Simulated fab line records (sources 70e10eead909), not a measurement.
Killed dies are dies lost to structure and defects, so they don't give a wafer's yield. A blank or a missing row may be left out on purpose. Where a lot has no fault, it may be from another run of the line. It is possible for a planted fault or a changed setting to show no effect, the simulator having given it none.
fab line records | flow nand-harc
record lots=24 wafers=72 last-day=33
route steps=1302 shown A_ONON_D1@449 A_CHANNEL_HOLE_D1@451 A_CHANNEL_FILL_D1@493
lots that met no fault: from a run of the same line without faults
start-h: hours from the record's opening day to when the first of the lot's shown wafers began | wait-h: hours since the lot's step before | " identical to the entry in the row above | L1.1+2: one row covering several wafers at once | - either no value or no given start | * or withheld: withheld | < > ~ a bound
route shown NAME@n: a module of which the file shows steps, and the number in the route of the first | usual: the fault-free wafers' mean and standard deviation | same: alike in all rows | chamber/n: place in a boat | sites: per-site readings | _std_site: standard deviation of those values | _edge_site: inner sites' mean taken away from outer sites' mean | radius-mm: for every site, how far away it sits from the centre of the wafer | mask NAME#n: copy n | behind: the last tool/chamber to shape the wafer | hold: the reason the lot was held/the length of the hold in hours/how it ended | device: the transistor (n, p or np) that didn't switch | end of line: tests run on the same wafers once the route is complete | a step without rows: its recipe alone | killed: not the wafer's yield, but the dies lost to structure and defects at the first sort | map: per-die view of a wafer (x killed, . not killed, _ where there is no die)
set.NAME: the run value of the setting; set.NAME@STEP: its run value at that earlier step | model.NAME: the simulator's own value behind a step, which no gauge read
the route's steps for a sample of lots (tables are steps, rows are wafers)
services: the hour from which a tool's chamber was out of use, counted from the record's first day as start-h (under 0 if before that day), plus the number of hours and why
## steps
# step NHARC_A_ONON_D1_INSPECT_32
# usual raw-defect-count=71/25
# columns lot.wafer tool chamber start-h wait-h raw-defect-count
L074.1 defect-inspect-02 - 175.31 0.0 58
L074.5 " - " " 44
L074.6 " - " " 64
L075.1 defect-inspect-02 - 185.58 0.0 66
L075.2 " - " " 117
L075.5 " - " " 48
L076.1 defect-inspect-02 - 193.59 0.0 51
L076.3 " - " " 67
L076.5 " - " " 47
L078.1 defect-inspect-01 - 210.35 0.0 139
L078.2 " - " " 120
L078.4 " - " " 71
L077.1 defect-inspect-02 - 210.42 0.1 47
L077.2 " - " " 37
L077.6 " - " " 38
L079.2 defect-inspect-01 - 227.72 0.0 52
L079.3 " - " " 72
L079.4 " - " " 46
L080.2 defect-inspect-01 - 234.67 0.0 47
L080.4 " - " " 120
L080.5 " - " " 55
L081.3 defect-inspect-01 - 243.34 0.0 43
L081.4 " - " " 80
L081.6 " - " " 69
L082.2 defect-inspect-02 - 252.08 0.0 51
L082.5 " - " " 86
L082.6 " - " " 103
L083.1 defect-inspect-01 - 271.23 0.1 58
L083.5 " - " " 67
L083.6 " - " " 71
L084.1 defect-inspect-02 - 280.84 0.0 97
L084.4 " - " " 97
L084.6 " - " " 104
L085.2 defect-inspect-02 - 287.63 0.0 172
L085.3 " - " " 124
L085.5 " - " " 61
L086.1 defect-inspect-01 - 292.97 0.0 50
L086.2 " - " " 65
L086.3 " - " " 33
L087.3 defect-inspect-01 - 317.00 0.0 48
L087.4 " - " " 64
L087.6 " - " " 37
L088.1 defect-inspect-02 - 317.00 0.0 108
L088.3 " - " " 76
L088.6 " - " " 101
L089.1 defect-inspect-01 - 322.63 0.0 60
L089.4 " - " " 55
L089.6 " - " " 59
L090.1 defect-inspect-01 - 337.59 0.0 52
L090.3 " - " " 55
L090.6 " - " " 83
L091.1 defect-inspect-01 - 337.78 0.0 64
L091.5 " - " " 113
L091.6 " - " " 47
L092.1 defect-inspect-01 - 356.53 0.0 72
L092.3 " - " " 90
L092.4 " - " " 66
L093.2 defect-inspect-02 - 356.54 0.0 83
L093.3 " - " " 69
L093.6 " - " " 71
L094.3 defect-inspect-02 - 380.28 0.0 82
L094.4 " - " " 51
L094.6 " - " " 99
L095.2 defect-inspect-02 - 380.41 0.0 45
L095.3 " - " " 100
L095.6 " - " " 63
L096.3 defect-inspect-02 - 395.59 0.0 76
L096.4 " - " " 56
L096.6 " - " " 59
L097.1 defect-inspect-02 - 412.30 0.0 71
L097.3 " - " " 69
L097.6 " - " " 49
# step NHARC_A_CHANNEL_HOLE_D1_DEP_01
# recipe target-thk-a=1400 target-thk-nm=140 temp-c=400 pressure-torr=3.5 flow-sccm=200 rf-w=350 material=SiON
# usual heater-power-w=751/94
# columns lot.wafer tool chamber start-h wait-h heater-power-w since-wet-clean-h
L074.1 pecvd-03 0 177.32 1.6 892 160
L074.6 " 2 " " 761 -
L074.5 " 1 " " 617 -
L075.2 pecvd-04 2 191.15 1.3 786 90
L075.1 " 1 " " 741 90
L075.5 " 1 " " 749 -
L076.3 pecvd-02 0 201.50 1.0 592 142
L076.1 " 1 " " 791 142
L076.5 " 1 " " 777 -
L078.1 pecvd-04 1 212.33 1.6 763 111
L078.2 " 0 " " 860 111
L078.4 " 1 " " 801 -
L077.2 pecvd-02 1 213.13 1.3 802 154
L077.1 " 2 " " 678 154
L077.6 " 1 " " 796 -
L079.2 pecvd-03 2 231.64 1.3 790 33
L079.3 " 0 " " 892 34
L079.4 " 1 " " 641 -
L080.2 pecvd-04 1 237.11 1.8 711 136
L080.5 " 2 " " 694 -
L080.4 " 1 " " 711 -
L081.3 pecvd-02 2 245.39 1.0 657 5
L081.6 " 1 " " 789 -
L081.4 " 0 " " 690 -
L082.2 pecvd-03 1 254.74 1.4 588 57
L082.6 " 2 " " 819 -
L082.5 " 1 " " 583 -
L083.1 pecvd-03 0 277.13 1.7 904 79
L083.5 " 0 " " 899 -
L083.6 " 2 " " 812 -
L084.1 pecvd-02 2 283.63 1.6 679 43
L084.6 " 2 " " 666 -
L084.4 " 1 " " 797 -
L085.3 pecvd-04 1 290.42 1.0 752 8
L085.2 " 2 " " 759 8
L085.5 " 0 " " 789 -
L086.2 pecvd-02 0 294.96 1.3 605 55
L086.3 " 1 " " 799 55
L086.1 " 2 " " 648 55
L087.3 pecvd-02 2 320.19 1.0 660 80
L087.6 " 0 " " 703 -
L087.4 " 1 " " 744 -
L088.3 pecvd-03 1 321.95 1.6 636 124
L088.1 " 0 " " 921 124
L088.6 " 0 " " 939 -
L089.1 pecvd-03 2 324.67 1.7 858 127
L089.6 " 1 " " 605 -
L089.4 " 2 " " 826 -
L090.3 pecvd-02 2 339.59 1.0 631 99
L090.1 " 1 " " 769 99
L090.6 " 0 " " 717 -
L091.1 pecvd-03 0 339.82 1.6 811 142
L091.6 " 2 " " 769 -
L091.5 " 1 " " 660 -
L093.2 pecvd-03 2 361.70 1.3 753 164
L093.3 " 0 " " 952 164
L093.6 " 2 " " 783 -
L092.1 pecvd-04 2 361.73 1.7 787 79
L092.3 " 0 " " 732 80
L092.4 " 0 " " 743 -
L094.3 pecvd-03 2 383.31 1.0 852 4
L094.4 " 2 " " 842 -
L094.6 " 0 " " 905 -
L095.2 pecvd-03 2 383.86 1.4 801 5
L095.3 " 0 " " 748 5
L095.6 " 0 " " 753 -
L096.3 pecvd-03 0 398.40 1.0 763 19
L096.4 " 2 " " 783 -
L096.6 " 1 " " 670 -
L097.1 pecvd-03 1 414.96 1.6 697 36
L097.3 " 0 " " 892 36
L097.6 " 0 " " 896 -
# step NHARC_A_CHANNEL_HOLE_D1_OVL_MEAS_11
# usual overlay-x-nm=0.1/0.75 overlay-y-nm=0.0/0.78
# columns lot.wafer tool chamber start-h wait-h overlay-x-nm overlay-y-nm
L074.1 overlay-02 - 178.11 - 1.0 0.9
L074.5 " - " " 0.7 0.8
L074.6 " - " " 0.7 0.3
L075.1 overlay-02 - 191.96 - -0.8 -0.6
L075.2 " - " " 0.0 -0.5
L075.5 " - " " -0.6 -0.9
L076.1 overlay-02 - 202.31 - -1.2 -1.8
L076.3 " - " " -1.5 -0.9
L076.5 " - " " -1.3 -1.4
L078.1 overlay-02 - 213.17 - -0.6 0.0
L078.2 " - " " -0.6 -0.3
L078.4 " - " " 0.0 -0.9
L077.1 overlay-02 - 213.94 - 0.2 1.1
L077.2 " - " " -0.5 0.9
L077.6 " - " " 0.3 1.3
L079.2 overlay-01 - 232.43 - -0.1 0.0
L079.3 " - " " -0.4 0.0
L079.4 " - " " -0.4 -0.2
L080.2 overlay-02 - 237.74 - 0.2 0.3
L080.4 " - " " 0.5 0.2
L080.5 " - " " 0.3 0.5
L081.3 overlay-02 - 246.04 - -0.6 -0.8
L081.4 " - " " -0.2 -0.6
L081.6 " - " " -1.1 -0.5
L082.2 overlay-01 - 255.52 - 0.0 -0.2
L082.5 " - " " -0.1 -0.4
L082.6 " - " " 0.2 -0.8
L083.1 overlay-02 - 277.94 - -0.2 -0.8
L083.5 " - " " 0.3 -0.3
L083.6 " - " " 0.3 -0.5
L084.1 overlay-02 - 284.44 - 1.2 0.1
L084.4 " - " " 0.8 0.4
L084.6 " - " " 1.0 0.2
L085.2 overlay-01 - 291.24 - 0.4 0.8
L085.3 " - " " 0.9 0.7
L085.5 " - " " 0.9 1.2
L086.1 overlay-01 - 295.77 - 1.5 -0.5
L086.2 " - " " 0.9 0.3
L086.3 " - " " 1.0 -0.1
L087.3 overlay-02 - 320.95 - -1.1 0.3
L087.4 " - " " -0.8 1.0
L087.6 " - " " -1.2 0.7
L088.1 overlay-01 - 322.76 - 0.0 1.2
L088.3 " - " " 0.6 1.8
L088.6 " - " " 0.5 1.2
L089.1 overlay-01 - 325.29 - 0.8 1.0
L089.4 " - " " 0.3 1.4
L089.6 " - " " 0.8 1.6
L090.1 overlay-01 - 340.27 - -1.5 0.1
L090.3 " - " " -1.0 -0.4
L090.6 " - " " -1.5 -0.2
L091.1 overlay-01 - 340.59 - 0.0 0.5
L091.5 " - " " -0.1 0.5
L091.6 " - " " 0.0 -0.3
L093.2 overlay-01 - 362.50 - 0.3 -0.2
L093.3 " - " " -0.1 0.1
L093.6 " - " " -0.3 -0.2
L092.1 overlay-02 - 362.66 - 0.2 -1.4
L092.3 " - " " 0.6 -2.0
L092.4 " - " " 0.1 -1.6
L094.3 overlay-01 - 383.99 - 0.2 -0.4
L094.4 " - " " 0.7 -0.2
L094.6 " - " " 0.5 -0.7
L095.2 overlay-01 - 384.51 - -0.6 0.5
L095.3 " - " " -0.5 1.2
L095.6 " - " " -0.7 0.6
L096.3 overlay-01 - 399.18 - 0.7 -0.8
L096.4 " - " " 0.8 0.0
L096.6 " - " " 1.2 0.0
L097.1 overlay-01 - 415.64 - 1.2 -0.4
L097.3 " - " " 1.8 0.1
L097.6 " - " " 0.5 0.1
# step NHARC_A_CHANNEL_HOLE_D1_ETCH_38
# recipe target-depth-a=390 over-etch-frac=0.3 time-s=65 ion-energy-ev=80 cf4-flow-sccm=150 ar-flow-sccm=0 rf-w=300 bias-w=100 chemistry=CF4
# usual drypump-motor-current-A=5.8/0.63 oes-product-au=1.002/0.013 rf-vpp-V=150.8/1.1 showerhead-plenum-p-Torr=1.73/0.051 throttle-valve-pct=13.283/0.0081
# columns lot.wafer tool chamber start-h wait-h drypump-motor-current-A oes-product-au rf-hours-counter-h rf-vpp-V showerhead-plenum-p-Torr throttle-valve-pct
L074.1 rie-diel-11 2 178.29 0.1 4.8 1.023 7 148.7 1.69 13.277
L074.6 " 1 " " 6.5 0.984 - 151.8 1.76 13.276
L074.5 " 2 " " 4.8 1.031 - 150.0 1.69 13.278
L075.2 rie-diel-11 1 192.14 0.1 6.5 0.986 8 150.5 1.76 13.279
L075.1 " 0 " " 5.5 1.017 9 149.9 1.69 13.287
L075.5 " 2 " " 4.8 1.029 - 150.8 1.69 13.283
L076.1 rie-diel-04 1 202.49 0.1 6.6 0.987 2 152.1 1.82 13.291
L076.3 " 0 " " 5.4 1.018 3 150.3 1.68 13.280
L076.5 " 2 " " 5.7 1.015 - 150.8 1.68 13.290
L078.2 rie-diel-04 1 213.40 0.1 6.6 0.996 8 152.3 1.82 13.279
L078.1 " 2 " " 5.7 1.021 10 151.1 1.68 13.284
L078.4 " 0 " " 5.3 1.007 7 150.2 1.68 13.273
L077.2 rie-diel-11 3 214.12 0.1 6.2 0.984 11 150.0 1.75 13.293
L077.1 " 1 " " 6.4 0.986 10 150.3 1.75 13.285
L077.6 " 0 " " 5.5 1.021 - 148.7 1.69 13.295
L079.2 rie-diel-11 2 232.62 0.1 4.8 1.022 11 149.9 1.69 13.290
L079.4 " 3 " " 6.2 1.004 12 150.4 1.75 13.271
L079.3 " 0 " " 5.5 1.005 12 150.9 1.69 13.281
L080.2 rie-diel-04 3 237.93 0.1 6.6 0.994 14 152.0 1.83 13.280
L080.4 " 1 " " 6.6 0.978 14 152.4 1.82 13.278
L080.5 " 2 " " 5.7 1.011 - 151.0 1.68 13.277
L081.3 rie-diel-11 0 246.22 0.1 5.5 1.010 13 150.7 1.69 13.285
L081.4 " 1 " " 6.5 0.992 12 152.1 1.75 13.282
L081.6 " 1 " " 6.4 0.988 - 151.7 1.75 13.274
L082.2 rie-diel-05 1 255.97 0.1 5.1 0.997 3 150.1 1.74 13.275
L082.5 " 3 " " 5.6 0.999 - 153.4 1.91 13.287
L082.6 " 0 " " 5.8 1.003 - 151.5 1.81 13.295
L083.1 rie-diel-11 0 278.15 0.1 5.5 1.028 1 150.6 1.69 13.287
L083.5 " 3 " " 6.2 0.999 - 152.0 1.75 13.278
L083.6 " 0 " " 5.5 1.024 - 150.0 1.69 13.295
L084.1 rie-diel-11 3 284.86 0.1 6.2 1.009 1 150.3 1.75 13.295
L084.4 " 2 " " 4.8 1.002 1 150.2 1.69 13.288
L084.6 " 0 " " 5.5 1.029 - 150.8 1.69 13.285
L085.2 rie-diel-11 2 291.43 0.1 4.8 0.998 2 151.0 1.69 13.272
L085.3 " 0 " " 5.5 1.028 2 149.4 1.69 13.293
L085.5 " 1 " " 6.4 0.997 - 149.9 1.75 13.287
L086.2 rie-diel-11 2 295.95 0.1 4.8 1.002 2 150.0 1.69 13.275
L086.1 " 3 " " 6.2 1.005 3 151.1 1.75 13.281
L086.3 " 0 " " 5.5 1.030 2 149.2 1.69 13.290
L087.4 rie-diel-11 1 321.14 0.1 6.5 0.978 4 151.7 1.75 13.274
L087.3 " 2 " " 4.8 1.006 4 150.4 1.69 13.286
L087.6 " 3 " " 6.2 1.001 - 151.5 1.75 13.276
L088.1 rie-diel-05 0 322.94 0.1 5.8 1.000 23 151.1 1.81 13.281
L088.3 " 3 " " 5.7 0.997 26 152.4 1.90 13.282
L088.6 " 0 " " 5.7 0.985 - 153.5 1.81 13.285
L089.1 rie-diel-11 0 325.48 0.1 5.5 1.009 5 150.2 1.69 13.259
L089.4 " 1 " " 6.5 0.990 5 152.6 1.75 13.288
L089.6 " 0 " " 5.5 1.007 - 150.5 1.69 13.282
L090.3 rie-diel-11 1 340.46 0.1 6.5 0.987 6 151.0 1.75 13.299
L090.1 " 2 " " 4.8 1.005 6 150.2 1.68 13.269
L090.6 " 1 " " 6.5 0.991 - 151.9 1.75 13.282
L091.1 rie-diel-11 0 340.80 0.1 5.5 1.003 7 151.2 1.69 13.278
L091.5 " 1 " " 6.5 0.989 - 153.0 1.75 13.295
L091.6 " 2 " " 4.8 0.995 - 150.1 1.68 13.286
L093.2 rie-diel-11 1 362.70 0.1 6.4 0.979 8 152.4 1.75 13.296
L093.3 " 3 " " 6.2 0.999 9 151.1 1.75 13.275
L093.6 " 1 " " 6.5 0.978 - 149.4 1.75 13.279
L092.3 rie-diel-11 3 363.02 0.2 6.2 1.000 9 150.5 1.75 13.298
L092.1 " 1 " " 6.5 0.988 8 150.5 1.75 13.289
L092.4 " 0 " " 5.5 1.017 - 150.5 1.68 13.280
L094.3 rie-diel-11 1 384.20 0.1 6.5 0.984 11 150.0 1.75 13.278
L094.4 " 3 " " 6.2 0.997 - 151.4 1.75 13.282
L094.6 " 2 " " 4.8 1.007 - 151.0 1.68 13.275
L095.3 rie-diel-04 1 384.71 0.1 6.6 0.993 7 150.8 1.81 13.287
L095.2 " 3 " " 6.6 1.016 5 152.7 1.82 13.288
L095.6 " 3 " " 6.6 1.007 - 151.3 1.82 13.300
L096.3 rie-diel-11 1 399.37 0.1 6.4 0.993 12 150.3 1.75 13.272
L096.4 " 0 " " 5.4 1.028 11 150.1 1.68 13.291
L096.6 " 2 " " 4.8 1.009 - 149.8 1.68 13.282
L097.1 rie-diel-11 1 415.99 0.2 6.5 0.991 13 152.3 1.75 13.282
L097.3 " 0 " " 5.5 1.013 13 150.1 1.68 13.270
L097.6 " 2 " " 4.8 1.000 - 152.4 1.68 13.290
# step NHARC_A_CHANNEL_HOLE_D1_ETCH_16
# recipe target-depth-a=31000 over-etch-frac=0.3 time-s=806 ion-energy-ev=150 o2-flow-sccm=400 cos-flow-sccm=20 ar-flow-sccm=0 rf-w=500 bias-w=300 chemistry=O2/COS
# usual drypump-motor-current-A=5.8/0.61 oes-product-au=1.002/0.012 rf-vpp-V=313.3/1.7 showerhead-plenum-p-Torr=3.06/0.096 throttle-valve-pct=28.332/0.0089
# columns lot.wafer tool chamber start-h wait-h drypump-motor-current-A oes-product-au rf-hours-counter-h rf-vpp-V showerhead-plenum-p-Torr throttle-valve-pct
L074.1 rie-diel-11 3 - - 6.2 1.000 8 313.2 3.09 28.329
L074.5 " 3 " " 6.2 1.008 - 313.6 3.09 28.333
L074.6 " 0 " " 5.5 1.014 - 312.9 2.98 28.339
L075.2 rie-diel-11 2 - - 4.8 1.018 8 312.0 2.98 28.338
L075.1 " 3 " " 6.2 0.992 9 313.5 3.09 28.340
L075.5 " 3 " " 6.2 0.987 - 314.1 3.09 28.338
L076.1 rie-diel-04 0 - - 5.3 1.009 4 311.3 2.97 28.328
L076.3 " 1 " " 6.6 0.984 2 314.5 3.22 28.333
L076.5 " 0 " " 5.3 1.014 - 310.9 2.96 28.333
L078.4 rie-diel-04 3 - - 6.6 0.997 8 316.6 3.23 28.337
L078.1 " 0 " " 5.3 1.012 8 311.8 2.96 28.332
L078.2 " 2 " " 5.8 1.026 10 312.7 2.96 28.328
L077.2 rie-diel-11 0 - - 5.5 1.010 11 312.5 2.98 28.326
L077.1 " 2 " " 4.8 1.029 10 311.6 2.98 28.334
L077.6 " 1 " " 6.4 1.001 - 312.6 3.10 28.339
L079.4 rie-diel-11 0 - - 5.5 1.010 12 311.8 2.98 28.325
L079.2 " 2 " " 4.8 1.009 11 310.6 2.98 28.348
L079.3 " 3 " " 6.2 0.996 12 315.3 3.09 28.338
L080.4 rie-diel-04 0 - - 5.4 1.014 15 311.9 2.96 28.336
L080.2 " 2 " " 5.8 1.019 16 312.5 2.96 28.342
L080.5 " 0 " " 5.3 1.009 - 309.7 2.96 28.336
L081.3 rie-diel-11 1 - - 6.5 0.987 12 314.4 3.10 28.351
L081.4 " 2 " " 4.8 1.014 12 309.7 2.97 28.336
L081.6 " 1 " " 6.5 0.993 - 315.0 3.10 28.354
L082.2 rie-diel-05 3 - - 5.7 0.996 5 317.9 3.37 28.318
L082.6 " 0 " " 5.8 1.005 - 315.4 3.20 28.314
L082.5 " 1 " " 5.1 0.986 - 314.7 3.06 28.313
L083.1 rie-diel-05 1 - - 5.1 1.000 11 313.0 3.06 28.345
L083.6 " 1 " " 5.1 1.002 - 313.7 3.06 28.338
L083.5 " 2 " " 5.6 1.011 - 314.6 3.08 28.327
L084.4 rie-diel-11 1 - - 6.5 1.003 1 314.1 3.09 28.332
L084.1 " 3 " " 6.2 1.010 2 314.2 3.09 28.325
L084.6 " 1 " " 6.5 0.990 - 312.3 3.09 28.319
L085.2 rie-diel-11 0 - - 5.5 1.020 2 311.2 2.97 28.326
L085.3 " 2 " " 4.8 0.995 2 313.9 2.97 28.323
L085.5 " 3 " " 6.2 0.994 - 314.6 3.09 28.324
L086.1 rie-diel-11 1 - - 6.5 0.994 3 312.8 3.09 28.336
L086.3 " 2 " " 4.8 0.997 3 310.6 2.97 28.328
L086.2 " 3 " " 6.2 1.002 3 313.4 3.09 28.324
L087.3 rie-diel-11 1 - - 6.5 0.991 4 313.3 3.09 28.339
L087.4 " 0 " " 5.5 1.010 4 311.5 2.97 28.333
L087.6 " 2 " " 4.8 1.001 - 312.2 2.97 28.323
L088.3 rie-diel-05 2 - - 5.6 1.019 25 313.5 3.07 28.325
L088.1 " 3 " " 5.7 0.989 26 317.7 3.36 28.324
L088.6 " 1 " " 5.1 1.003 - 313.4 3.05 28.342
L089.1 rie-diel-11 0 - - 5.4 1.012 5 311.6 2.97 28.321
L089.4 " 1 " " 6.5 0.980 5 313.9 3.09 28.324
L089.6 " 0 " " 5.5 1.005 - 311.7 2.97 28.329
L090.3 rie-diel-11 0 - - 5.5 1.013 7 310.1 2.97 28.342
L090.1 " 1 " " 6.5 0.985 7 313.9 3.09 28.336
L090.6 " 1 " " 6.5 0.981 - 313.5 3.09 28.349
L091.1 rie-diel-11 1 - - 6.5 0.983 7 313.9 3.09 28.329
L091.5 " 3 " " 6.2 0.998 - 314.5 3.09 28.323
L091.6 " 0 " " 5.5 1.011 - 310.4 2.97 28.335
L093.2 rie-diel-11 1 - - 6.5 0.992 9 314.1 3.09 28.332
L093.3 " 3 " " 6.3 0.984 9 313.9 3.09 28.348
L093.6 " 0 " " 5.5 1.019 - 313.6 2.97 28.345
L092.3 rie-diel-11 0 - - 5.5 1.020 10 311.5 2.97 28.340
L092.1 " 1 " " 6.5 0.991 9 314.7 3.09 28.330
L092.4 " 3 " " 6.3 1.002 - 314.7 3.09 28.343
L094.3 rie-diel-11 1 - - 6.5 1.002 11 313.9 3.09 28.324
L094.4 " 1 " " 6.5 0.992 - 313.2 3.09 28.335
L094.6 " 3 " " 6.2 1.003 - 312.9 3.09 28.331
L095.3 rie-diel-04 3 - - 6.6 1.003 6 314.6 3.21 28.339
L095.2 " 0 " " 5.3 0.993 7 312.2 2.94 28.328
L095.6 " 3 " " 6.6 1.010 - 315.7 3.21 28.308
L096.3 rie-diel-11 3 - - 6.2 1.000 13 313.9 3.08 28.345
L096.4 " 0 " " 5.5 1.010 12 312.9 2.97 28.326
L096.6 " 3 " " 6.2 0.994 - 313.1 3.08 28.330
L097.3 rie-diel-11 2 - - 4.8 1.005 12 312.6 2.97 28.331
L097.1 " 3 " " 6.3 0.998 14 314.2 3.08 28.340
L097.6 " 2 " " 4.8 0.999 - 310.8 2.97 28.340
# step NHARC_A_CHANNEL_FILL_D1_ALD_03
# recipe target-thk-a=60 pulse-time-s=60 ald-cycles=58 temp-c=630 pressure-torr=2 material=SiNx
# usual precursor-pulse-height-rel=1.002/0.021
# columns lot.wafer tool chamber start-h wait-h precursor-pulse-height-rel
L074.1 ald-sin-batch-02 0 - - 0.993
L074.5 " 0 " " 1.009
L074.6 " 0 " " 1.025
L075.1 ald-sin-batch-01 0 - - 1.033
L075.2 " 0 " " 1.008
L075.5 " 0 " " 0.985
L076.1 ald-sin-batch-03 0 - - 1.007
L076.3 " 0 " " 0.984
L076.5 " 0 " " 0.992
L078.1 ald-sin-batch-01 0 - - 1.010
L078.2 " 0 " " 1.006
L078.4 " 0 " " 0.997
L077.1 ald-sin-batch-03 0 - - 0.977
L077.2 " 0 " " 0.999
L077.6 " 0 " " 1.024
L079.2 ald-sin-batch-02 0 - - 1.008
L079.3 " 0 " " 0.970
L079.4 " 0 " " 1.017
L080.2 ald-sin-batch-01 0 - - 1.012
L080.4 " 0 " " 1.013
L080.5 " 0 " " 1.040
L081.3 ald-sin-batch-03 0 - - 1.010
L081.4 " 0 " " 1.028
L081.6 " 0 " " 0.989
L082.2 ald-sin-batch-01 0 - - 0.991
L082.5 " 0 " " 1.001
L082.6 " 0 " " 1.035
L083.1 ald-sin-batch-03 0 - - 0.987
L083.5 " 0 " " 1.023
L083.6 " 0 " " 1.027
L084.1 ald-sin-batch-01 0 - - 1.025
L084.4 " 0 " " 1.040
L084.6 " 0 " " 1.003
L085.2 ald-sin-batch-01 0 - - 1.004
L085.3 " 0 " " 1.000
L085.5 " 0 " " 0.963
L086.1 ald-sin-batch-03 0 - - 1.008
L086.2 " 0 " " 0.973
L086.3 " 0 " " 1.001
L087.3 ald-sin-batch-03 0 - - 0.964
L087.4 " 0 " " 1.019
L087.6 " 0 " " 0.997
L088.1 ald-sin-batch-03 0 - - 1.032
L088.3 " 0 " " 0.985
L088.6 " 0 " " 1.014
L089.1 ald-sin-batch-02 0 - - 1.002
L089.4 " 0 " " 0.973
L089.6 " 0 " " 0.978
L090.1 ald-sin-batch-01 0 - - 0.970
L090.3 " 0 " " 1.011
L090.6 " 0 " " 1.026
L091.1 ald-sin-batch-01 0 - - 0.957
L091.5 " 0 " " 1.011
L091.6 " 0 " " 1.010
L092.1 ald-sin-batch-01 0 - - 1.048
L092.3 " 0 " " 1.003
L092.4 " 0 " " 1.039
L093.2 ald-sin-batch-01 0 - - 1.007
L093.3 " 0 " " 1.004
L093.6 " 0 " " 1.014
L094.3 ald-sin-batch-03 0 - - 1.016
L094.4 " 0 " " 1.052
L094.6 " 0 " " 0.991
L095.2 ald-sin-batch-01 0 - - 0.982
L095.3 " 0 " " 1.010
L095.6 " 0 " " 1.031
L096.3 ald-sin-batch-01 0 - - 1.023
L096.4 " 0 " " 1.002
L096.6 " 0 " " 1.015
L097.1 ald-sin-batch-01 0 - - 1.013
L097.3 " 0 " " 0.979
L097.6 " 0 " " 1.033
## services
# columns tool chamber start-h hours kind
rie-diel-04 - 178.68 9.0 pm
pecvd-03 - 185.18 13.0 pm
rie-diel-11 1 222.13 6.3 repair
pecvd-02 - 227.32 13.0 pm
rie-diel-05 - 231.94 9.0 pm
pecvd-03 1 238.15 5.3 repair
pecvd-02 - 250.79 0.8 repair
rie-diel-11 - 255.51 9.0 pm
pecvd-04 - 269.27 13.0 pm
rie-diel-05 0 271.40 9.3 repair
rie-diel-11 2 277.51 4.8 repair
rie-diel-04 3 320.44 3.2 repair
rie-diel-04 - 332.47 2.3 repair
pecvd-03 - 333.39 0.6 repair
pecvd-02 1 348.31 5.8 repair
rie-diel-11 2 350.93 13.2 repair
rie-diel-04 - 355.68 9.0 pm
pecvd-03 - 366.18 13.0 pm
pecvd-02 2 367.14 25.7 repair
rie-diel-11 0 377.43 8.8 repair
rie-diel-04 2 384.20 2.6 repair
rie-diel-11 - 388.55 0.5 repair
pecvd-02 - 408.32 13.0 pm
rie-diel-05 - 410.51 9.0 pm
## key
fault none
